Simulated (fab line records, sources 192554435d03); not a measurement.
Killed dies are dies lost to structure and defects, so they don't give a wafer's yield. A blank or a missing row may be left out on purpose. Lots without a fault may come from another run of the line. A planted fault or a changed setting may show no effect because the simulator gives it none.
Which tool did it? | flow n5_finfet | 24 lots, 72 wafers sampled, at 4 steps of a route of 1938

WHAT THE GAUGES READ, wafer by wafer
N5_GATE_CUT_INSPECT_15: inspects for defects (brightfield). Usual: raw_defect_count 129, standard deviation 39.
lot  | measured     | on                | raw_defect_count | flag
L074 | day 4 11:40  | defect_inspect-02 | 107 147 136      |
L075 | day 4 18:50  | defect_inspect-02 | 99 175 140       |
L076 | day 5 01:49  | defect_inspect-01 | 141 94 160       |
L077 | day 5 05:22  | defect_inspect-01 | 124 157 169      |
L078 | day 5 12:03  | defect_inspect-01 | 108 95 107       |
L079 | day 5 21:23  | defect_inspect-02 | 97 142 85        |
L080 | day 5 23:50  | defect_inspect-02 | 78 98 115        |
L081 | day 6 06:07  | defect_inspect-02 | 122 115 145      |
L082 | day 6 13:30  | defect_inspect-02 | 135 112 134      |
L083 | day 6 18:39  | defect_inspect-01 | 133 168 119      |
L084 | day 7 05:34  | defect_inspect-02 | 231 144 193      |
L085 | day 7 07:29  | defect_inspect-01 | 241 126 185      |
L086 | day 7 15:52  | defect_inspect-02 | 102 104 127      |
L087 | day 7 21:23  | defect_inspect-02 | 67 92 70         |
L088 | day 7 22:22  | defect_inspect-02 | 84 92 131        |
L089 | day 8 05:47  | defect_inspect-01 | 141 151 206      |
L090 | day 8 14:01  | defect_inspect-02 | 211 127 182      |
L091 | day 8 19:27  | defect_inspect-02 | 88 125 76        |
L092 | day 9 01:22  | defect_inspect-01 | 208 94 92        |
L093 | day 9 07:35  | defect_inspect-02 | 55 75 97         |
L094 | day 9 15:32  | defect_inspect-01 | 177 132 126      |
L095 | day 9 20:35  | defect_inspect-01 | 98 86 122        |
L096 | day 10 01:09 | defect_inspect-01 | 132 132 159      |
L097 | day 10 10:35 | defect_inspect-02 | 143 236 128      |

N5_GATE_CUT_INSPECT_26: inspects for defects (darkfield). Usual: raw_defect_count 44, standard deviation 19.
lot  | measured     | on                | raw_defect_count | flag
L074 | day 4 15:04  | defect_inspect-01 | 80 36 40         |
L075 | day 4 22:41  | defect_inspect-01 | 25 55 43         |
L076 | day 5 06:44  | defect_inspect-01 | 50 93 47         |
L077 | day 5 08:49  | defect_inspect-01 | 40 50 50         |
L078 | day 5 15:27  | defect_inspect-01 | 74 43 35         |
L079 | day 6 01:08  | defect_inspect-02 | 39 38 50         |
L080 | day 6 03:15  | defect_inspect-01 | 78 28 65         |
L081 | day 6 09:40  | defect_inspect-02 | 37 28 35         |
L082 | day 6 16:57  | defect_inspect-01 | 60 55 30         |
L083 | day 6 22:06  | defect_inspect-01 | 23 57 27         |
L084 | day 7 09:26  | defect_inspect-01 | 41 51 54         |
L085 | day 7 10:54  | defect_inspect-01 | 32 45 18         |
L086 | day 7 19:15  | defect_inspect-01 | 20 33 28         |
L087 | day 8 01:04  | defect_inspect-01 | 25 43 71         |
L088 | day 8 02:10  | defect_inspect-01 | 33 29 37         |
L089 | day 8 09:21  | defect_inspect-02 | 33 55 34         |
L090 | day 8 17:25  | defect_inspect-02 | 26 70 55         |
L091 | day 8 23:17  | defect_inspect-02 | 48 34 63         |
L092 | day 9 04:46  | defect_inspect-01 | 53 99 103        |
L093 | day 9 11:09  | defect_inspect-02 | 31 32 58         |
L094 | day 9 19:01  | defect_inspect-01 | 31 36 39         |
L095 | day 10 01:26 | defect_inspect-02 | 33 62 30         |
L096 | day 10 04:33 | defect_inspect-01 | 17 17 34         |
L097 | day 10 14:07 | defect_inspect-02 | 18 34 32         |

N5_MOL_CONTACT_COAG_OVL_MEAS_09. Usual: CA_OVL 0.1 nm, standard deviation 0.71.
lot  | measured     | on         | CA_OVL (nm)    | flag
L074 | day 4 15:31  | overlay-02 | 0.1 0.8 0.8    |
L075 | day 4 23:01  | overlay-02 | 0.1 -1.2 -1.2  |
L076 | day 5 07:04  | overlay-01 | -0.2 -0.3 -0.5 |
L077 | day 5 09:17  | overlay-01 | 0.0 0.9 -0.6   |
L078 | day 5 15:47  | overlay-01 | 0.0 -0.1 0.1   |
L079 | day 6 01:28  | overlay-02 | -0.4 0.6 -1.1  |
L080 | day 6 03:43  | overlay-02 | 0.2 0.7 2.4    |
L081 | day 6 10:01  | overlay-01 | -0.6 0.5 0.7   |
L082 | day 6 17:16  | overlay-01 | -0.1 0.9 0.2   |
L083 | day 6 22:26  | overlay-01 | 0.4 0.5 -0.8   |
L084 | day 7 09:54  | overlay-01 | 0.0 -0.8 -0.6  |
L085 | day 7 11:14  | overlay-01 | 0.8 0.7 1.8    |
L086 | day 7 19:43  | overlay-02 | 0.2 0.5 -0.1   |
L087 | day 8 01:23  | overlay-01 | -1.5 0.0 -0.5  |
L088 | day 8 02:30  | overlay-02 | -0.8 0.7 -1.0  |
L089 | day 8 09:41  | overlay-01 | 1.0 -0.4 -1.3  |
L090 | day 8 17:45  | overlay-02 | -0.3 0.3 -0.4  |
L091 | day 8 23:44  | overlay-01 | 0.3 -0.4 0.1   |
L092 | day 9 05:06  | overlay-02 | 0.4 -0.2 -1.2  |
L093 | day 9 11:29  | overlay-02 | -0.2 0.5 0.0   |
L094 | day 9 19:29  | overlay-01 | 0.2 -0.5 -1.0  |
L095 | day 10 01:47 | overlay-02 | 0.3 -0.7 -1.4  |
L096 | day 10 05:01 | overlay-01 | -0.2 0.0 0.7   |
L097 | day 10 14:35 | overlay-02 | 1.2 0.5 0.3    |

WHICH TOOL RAN EACH LOT (tool, then ch and the chambers of the sampled wafers, then the start)
lot  | N5_GATE_CUT_STRIP_59
L074 | rie_diel-02 ch 1,2,3, day 4 08:15
L075 | rie_diel-02 ch 0,1, day 4 15:36
L076 | rie_diel-02 ch 0,2, day 4 22:26
L077 | rie_diel-02 ch 0,1, day 5 01:15
L078 | rie_diel-06 ch 1,2, day 5 08:41
L079 | rie_diel-04 ch 0,1,3, day 5 18:00
L080 | rie_diel-06 ch 0,2,3, day 5 20:26
L081 | rie_diel-06 ch 2,3, day 6 02:51
L082 | rie_diel-06 ch 1,2,3, day 6 10:07
L083 | rie_diel-06 ch 0,1,2, day 6 15:01
L084 | rie_diel-02 ch 1,2,3, day 7 02:16
L085 | rie_diel-06 ch 0,2, day 7 02:45
L086 | rie_diel-04 ch 1,2,3, day 7 12:29
L087 | rie_diel-02 ch 0,2, day 7 18:09
L088 | rie_diel-06 ch 1,2, day 7 19:07
L089 | rie_diel-04 ch 0,1,3, day 8 02:25
L090 | rie_diel-02 ch 0,1,2, day 8 10:45
L091 | rie_diel-04 ch 0,2,3, day 8 15:19
L092 | rie_diel-06 ch 0,1, day 8 21:07
L093 | rie_diel-04 ch 2,3, day 9 04:13
L094 | rie_diel-06 ch 0,2,3, day 9 12:02
L095 | rie_diel-02 ch 0,1, day 9 17:11
L096 | rie_diel-04 ch 0,1,3, day 9 20:34
L097 | rie_diel-06 ch 0,2, day 10 07:19
- N5_GATE_CUT_STRIP_59: strips in N2/H2, time 20 s.

WHAT THE TOOLS THEMSELVES READ (means of the sampled wafers that have a number; where no wafer has one, the mark that the record gives instead)
N5_GATE_CUT_STRIP_59. Usual: drypump_motor_current_A 5.6 A, standard deviation 0.38; n2_flow_sccm 300.1 sccm, standard deviation 0.92; oes_product_au 0.79 a.u., standard deviation 0.081; rf_vpp_V 45.4 V, standard deviation 0.86; showerhead_plenum_p_Torr 3.41 Torr, standard deviation 0.12; throttle_valve_pct 12.28 %, standard deviation 0.21.
lot  | tool        | drypump_motor_current_A (A) | n2_flow_sccm (sccm) | oes_product_au (a.u.) | rf_vpp_V (V) | showerhead_plenum_p_Torr (Torr) | throttle_valve_pct (%) | flag
L074 | rie_diel-02 | 5.8                         | 301.4               | 0.78                  | 44.9         | 3.42                            | 12.32                  |
L075 | rie_diel-02 | 5.2                         | 300.5               | 0.72                  | 45.3         | 3.36                            | 12.51                  |
L076 | rie_diel-02 | 5.5                         | 300.6               | 0.69                  | 45.8         | 3.33                            | 12.39                  |
L077 | rie_diel-02 | 5.6                         | 299.8               | 0.73                  | 45.1         | 3.35                            | 12.41                  |
L078 | rie_diel-06 | 5.6                         | 300.6               | 0.85                  | 44.4         | 3.34                            | 12.21                  |
L079 | rie_diel-04 | 5.3                         | 299.1               | 0.77                  | 45.9         | 3.39                            | 12.26                  |
L080 | rie_diel-06 | 5.6                         | 300.4               | 0.81                  | 45.7         | 3.52                            | 12.18                  |
L081 | rie_diel-06 | 5.8                         | 300.6               | 0.82                  | 44.7         | 3.47                            | 12.15                  |
L082 | rie_diel-06 | 5.6                         | 299.5               | 0.84                  | 46.1         | 3.43                            | 12.15                  |
L083 | rie_diel-06 | 5.7                         | 300.2               | 0.81                  | 45.8         | 3.41                            | 12.28                  |
L084 | rie_diel-02 | 5.8                         | 300.4               | 0.87                  | 45.2         | 3.41                            | 12.16                  |
L085 | rie_diel-06 | 5.9                         | 300.0               | 0.76                  | 45.8         | 3.45                            | 12.30                  |
L086 | rie_diel-04 | 5.4                         | 300.9               | 0.71                  | 44.6         | 3.35                            | 12.34                  |
L087 | rie_diel-02 | 5.1                         | 300.6               | 0.77                  | 45.4         | 3.33                            | 12.34                  |
L088 | rie_diel-06 | 5.6                         | 299.8               | 0.82                  | 45.2         | 3.33                            | 12.26                  |
L089 | rie_diel-04 | 5.3                         | 299.8               | 0.76                  | 45.4         | 3.38                            | 12.30                  |
L090 | rie_diel-02 | 5.5                         | 299.9               | 0.79                  | 44.9         | 3.32                            | 12.26                  |
L091 | rie_diel-04 | 5.6                         | 300.2               | 0.76                  | 45.5         | 3.34                            | 12.21                  |
L092 | rie_diel-06 | 5.5                         | 300.3               | 0.78                  | 45.6         | 3.45                            | 12.35                  |
L093 | rie_diel-04 | 5.6                         | 299.8               | 0.72                  | 44.8         | 3.31                            | 12.27                  |
L094 | rie_diel-06 | 5.6                         | 300.0               | 0.79                  | 45.2         | 3.51                            | 12.24                  |
L095 | rie_diel-02 | 5.2                         | 299.4               | 0.69                  | 45.6         | 3.34                            | 12.61                  |
L096 | rie_diel-04 | 5.3                         | 301.2               | 0.74                  | 44.3         | 3.37                            | 12.34                  |
L097 | rie_diel-06 | 5.8                         | 299.6               | 0.75                  | 45.9         | 3.48                            | 12.37                  |

THE ANSWER, worked out from the rows above alone
Rule: a lot is off if the mean of its wafers that have a number lies more than 3 standard deviations from the usual mean. A lot without any number at a reading at which 4 lots or more have one is off too. The other lots that the step has rows for count as sound. The gauges are gone through in route order, then the tools' own readings, and for those a lot's mean is taken as printed above. The first step at which some lot is off is used, and at that step the reading that is off furthest; a lot without a number counts as furthest.
No lot is off at any reading shown: from this, nothing can be told.

WHAT THE SIMULATOR HAD PUT IN
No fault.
